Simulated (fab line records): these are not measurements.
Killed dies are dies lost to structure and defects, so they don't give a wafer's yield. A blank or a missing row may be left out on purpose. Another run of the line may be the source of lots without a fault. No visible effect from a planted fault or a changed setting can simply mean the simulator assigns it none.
A struck lot beside a sound one + flow nand-harc + 40 out of 1302 route steps
Sound: wafers L399.1, L399.2, L399.4. Wafers L408.2, L408.4, L408.5 were the ones struck. The cause is named last.
Each step with rows lists, per side, the tool, then ch with its chambers, then its first start. Under that, the readings that differ: sound wafers + struck wafers + difference of the means + sigmas: that difference in standard deviations of wafers without a fault.
alike: words and numbers the same on both sides, and readings whose means are apart by under 2 such deviations; not compared: readings that were withheld, readings missing a value for some wafer, numbers with overlapping values and no deviation given by the record, and bounds like >300 which may hide the same value.
A row with sigmas, a row that says differs or no value, or rows on one side alone: a step with any of these is where the two part. When numbers do not overlap yet have no deviation, they are printed without sigmas and do not part them. A reading missing from all wafers of one side parts the sides only when that side holds two or more wafers.

first, 3 steps without rows for these wafers: NHARC_A_CHANNEL_FILL_D2_ALD_02 (deposits SiO2, target thk 6 nm, pulse time 10 s, ald cycles 60); NHARC_A_CHANNEL_FILL_D2_ALD_03 (deposits SiNx, target thk 6 nm, pulse time 60 s, ald cycles 58); NHARC_A_CHANNEL_FILL_D2_ALD_14 (deposits SiO2, target thk 2.5 nm, pulse time 10 s, ald cycles 25).
NHARC_A_CHANNEL_FILL_D2_ALD_15: deposits SiNx, target thk 2 nm, pulse time 60 s, ald cycles 19.
  sound on ald-sin-batch-03 ch 0, day 16 05:13; struck on ald-sin-batch-02 ch 0
  alike: precursor-pulse-height-rel
NHARC_A_CHANNEL_FILL_D2_ALD_16: deposits SiO2, target thk 1.5 nm, pulse time 10 s, ald cycles 15.
  sound on ald-hk-04 ch 0,1,3, day 16 07:25; struck on ald-hk-04 ch 1,3, day 20 04:08
  alike: heater-power-w, precursor-pulse-height-rel
then, 7 steps without rows for these wafers: NHARC_A_CHANNEL_FILL_D2_ANNEAL_17 (time 1800 s); NHARC_A_CHANNEL_FILL_D2_CVD_18 (deposits poly-Si, target thk 3 nm); NHARC_A_CHANNEL_FILL_D2_ETCHBACK_19 (etches the open film in HBr/Cl2, target depth 5 nm, time 1.7 s); NHARC_A_CHANNEL_FILL_D2_ETCHBACK_20 (etches the open film in C4F8/O2/Ar, target depth 27 nm, time 13.5 s); NHARC_A_CHANNEL_FILL_D2_STRIP_28 (strips in O2, time 20 s); NHARC_A_CHANNEL_FILL_D2_PRECLEAN_21 (cleans in dHF, time 30 s); NHARC_A_CHANNEL_FILL_D2_SRD_23.
NHARC_A_CHANNEL_FILL_D2_CVD_05: deposits poly-Si, target thk 5 nm.
  sound on lpcvd-poly-03 ch 0, day 16 22:41; struck on lpcvd-poly-03 ch 0, day 20 18:31
| reading                   | sound               | struck               | difference | sigmas      |
|---------------------------|---------------------|----------------------|------------|-------------|
| spike-tc-bottom-C (C)     | 571.3 572.3 571.9   | 600.2 599.0 598.4    | +27.4      | +15         |
| spike-tc-centre-C (C)     | 549.4 550.0 550.8   | 576.2 576.7 578.6    | +27.1      | +23         |
| spike-tc-lower-C (C)      | 550.0 549.3 549.3   | 578.4 576.8 576.7    | +27.8      | +20         |
| spike-tc-top-C (C)        | 572.1 570.3 571.1   | 599.1 598.8 597.9    | +27.4      | +18         |
| spike-tc-upper-C (C)      | 549.8 548.8 550.0   | 578.1 577.6 577.2    | +28.1      | +26         |
| tube-center-temp-C (C)    | 549.98 549.96 550.1 | 577.91 577.96 577.91 | +27.91     | +99 or more |
| zone-power-bottom-pct (%) | 11.3 11.3 11.4      | 12.4 12.7 12.6       | +1.2       | +3          |
then, 7 steps without rows for these wafers: NHARC_A_CHANNEL_FILL_D2_ANNEAL_22 (time 7200 s); NHARC_A_CHANNEL_FILL_D2_ALD_25 (deposits SiOx, target thk 60 nm, pulse time 10 s, ald cycles 600); NHARC_A_CHANNEL_FILL_D2_ETCHBACK_08 (etches the open film in C4F8, target depth 220 nm, time 110 s); NHARC_A_CHANNEL_FILL_D2_STRIP_29 (strips in O2, time 20 s); NHARC_A_CHANNEL_FILL_D2_PRECLEAN_30 (cleans in dHF, time 30 s); NHARC_A_CHANNEL_FILL_D2_SRD_31; NHARC_A_CHANNEL_FILL_D2_CVD_09 (deposits poly-Si, target thk 150 nm, time 3000 s).
NHARC_A_CHANNEL_FILL_D2_CMP_10: polishes, target thk 150 nm.
  sound on cmp-01 ch 0,2,3, day 17 18:44; struck on cmp-02 ch 2,3, day 21 15:17
  alike: motor-current-A, time-to-endpoint-s
then, 2 steps without rows for these wafers: NHARC_A_CHANNEL_FILL_D2_SRD_12; NHARC_A_CHANNEL_FILL_D2_RTA_24 (time 5 s).
NHARC_A_CHANNEL_FILL_D2_INSPECT_13:
  sound on defect-inspect-02, day 17 19:20; struck on defect-inspect-02, day 21 15:54
| reading          | sound       | struck      | difference | sigmas |
|------------------|-------------|-------------|------------|--------|
| raw-defect-count | 631 759 433 | 345 317 363 | -266       | -2     |
then, 11 steps without rows for these wafers: NHARC_A_STAIRCASE_DEP_156 (deposits SiNx, target thk 50 nm); NHARC_A_STAIRCASE_DEHYDRATE_158 (time 120 s); NHARC_A_STAIRCASE_HMDS_159 (time 30 s); NHARC_A_STAIRCASE_COAT_160; NHARC_A_STAIRCASE_SOFTBAKE_161 (time 170 s); NHARC_A_STAIRCASE_EBR_162; NHARC_A_STAIRCASE_EXPOSE_163 (exposes mask STAIR OPEN); NHARC_A_STAIRCASE_PEB_164 (peb time 130 s); NHARC_A_STAIRCASE_DEVELOP_165 (time 140 s); NHARC_A_STAIRCASE_HARDBAKE_167 (time 140 s); NHARC_A_STAIRCASE_DESCUM_168 (chemistry O2, time 3 s).
NHARC_A_STAIRCASE_ETCH_169: etches the open film in CH3F/O2, target depth 50 nm, time 107.1 s.
  sound on rie-diel-08 ch 0,1,3, day 17 20:23; struck on rie-diel-07 ch 0,2, day 21 17:02
  alike: drypump-motor-current-A, oes-product-au, rf-vpp-V, showerhead-plenum-p-Torr, throttle-valve-pct
  not compared: rf-hours-counter-h
then, 1 step without rows for these wafers: NHARC_A_STAIRCASE_ETCH_170 (etches the open film in C4F6/O2, target depth 200 nm, time 66.667 s).
NHARC_A_STAIRCASE_STRIP_171: strips in O2.
  sound on plasma-asher-02 ch 0,1, day 17 20:38; struck on plasma-asher-01 ch 0,1, day 21 17:19
  alike: drypump-motor-current-A, heater-power-w, temp-c
  not compared: rf-hours-counter-h
-- the record jumps here: 9 days lie between the struck wafers' starts before and after (it left off in module A_STAIRCASE and takes up again in module END, whose first step shown is number 1301 of the route) --
NHARC_END_WLT_00:
  sound on prober-01, day 26 15:10; struck on prober-02, day 30 12:25
| reading                           | sound             | struck            | difference | sigmas |
|-----------------------------------|-------------------|-------------------|------------|--------|
| VT_DECK2_BOTTOM                   | 0.882 0.875 0.874 | 1.033 1.056 1.043 | +0.167     | +20    |
| VT_DECK2_BOTTOM_INNER             | 0.877 0.874 0.879 | 1.037 1.050 1.039 | +0.165     | +21    |
| VT_DECK2_MEDIAN_NEAR_BOTTOM       | 0.883 0.874 0.877 | 1.036 1.065 1.045 | +0.171     | +19    |
| VT_DECK2_MEDIAN_NEAR_BOTTOM_INNER | 0.874 0.879 0.874 | 1.042 1.063 1.049 | +0.176     | +20    |
| VT_DECK2_MIDDLE                   | 0.895 0.893 0.889 | 1.067 1.094 1.082 | +0.189     | +23    |
| VT_DECK2_MIDDLE_INNER             | 0.882 0.893 0.897 | 1.081 1.077 1.083 | +0.190     | +24    |
| VT_DECK2_TOP                      | 0.900 0.898 0.907 | 1.113 1.104 1.107 | +0.206     | +25    |
| VT_DECK2_TOP_INNER                | 0.895 0.895 0.906 | 1.099 1.105 1.110 | +0.206     | +26    |
  alike: VT_DECK1_BOTTOM, VT_DECK1_BOTTOM_INNER, VT_DECK1_MEDIAN_NEAR_BOTTOM, VT_DECK1_MEDIAN_NEAR_BOTTOM_INNER, VT_DECK1_MIDDLE, VT_DECK1_MIDDLE_INNER, VT_DECK1_TOP, VT_DECK1_TOP_INNER
after that, 1 step had no rows for these wafers: NHARC_END_SORT_01.

== WHERE THEY PART ==
At NHARC_A_CHANNEL_FILL_D2_CVD_05 first; at NHARC_END_WLT_00 last (within this record only).

WHY: what had been put in by the simulator
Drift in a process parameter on lpcvd-poly-03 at NHARC_A_CHANNEL_FILL_D2_CVD_05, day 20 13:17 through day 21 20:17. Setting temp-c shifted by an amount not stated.
